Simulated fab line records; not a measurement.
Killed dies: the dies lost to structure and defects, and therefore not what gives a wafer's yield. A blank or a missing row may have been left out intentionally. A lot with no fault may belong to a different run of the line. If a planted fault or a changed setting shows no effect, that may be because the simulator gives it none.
Chamber matching + flow n5Finfet + N5_BEOL_M2_ETCH_70 on rieDiel-03 has 4 sister chambers
The step etches SOC in N2/H2, target depth 80 nm, overetch 24 nm, time 130 s. 4 wafers are shown with their chamber, then 8 later ones without.

EACH WAFER AND ITS CHAMBER
| wafer  | chamber | showerheadPlenumPTorr (Torr) |
|--------|---------|------------------------------|
| L082.4 | 0       | 2.40                         |
| L085.5 | 2       | 2.47                         |
| L086.3 | 3       | 2.67                         |
| L093.1 | 1       | 2.47                         |

WAFERS WITHOUT THEIR CHAMBER
| wafer  | showerheadPlenumPTorr (Torr) |
|--------|------------------------------|
| L093.3 | 2.67                         |
| L093.4 | 2.71                         |
| L096.1 | 2.67                         |
| L096.2 | 2.46                         |
| L096.5 | 2.46                         |
| L097.2 | 2.46                         |
| L097.3 | 2.46                         |
| L097.6 | 2.67                         |

WHICH CHAMBER EACH ONE RAN IN
| wafer  | from the rows above     | in truth                   |
|--------|-------------------------|----------------------------|
| L093.3 | 3                       | 3                          |
| L093.4 | 3                       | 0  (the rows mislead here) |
| L096.1 | 3                       | 3                          |
| L096.2 | can't be placed: 1 or 2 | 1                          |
| L096.5 | can't be placed: 1 or 2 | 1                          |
| L097.2 | can't be placed: 1 or 2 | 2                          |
| L097.3 | can't be placed: 1 or 2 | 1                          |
| L097.6 | 3                       | 3                          |
Correctly placed: 3 of 8. Cannot be placed on the basis of these rows: 4; the candidates contain the true chamber in 4. Number placed wrongly: 1.
How it was worked out, from the rows above alone: a wafer's distance from a chamber is the root of the sum, over the readings, of the square of ((its reading less the chamber's mean) divided by the reading's scatter). The wafer belongs to the nearest chamber; if the next one is less than 2 further off, it can't be placed. For every chamber, the mean is computed from those of its wafers that are shown. The scatter: root of mean squared gap, hidden wafer to nearest shown wafer, with one shown wafer a chamber.
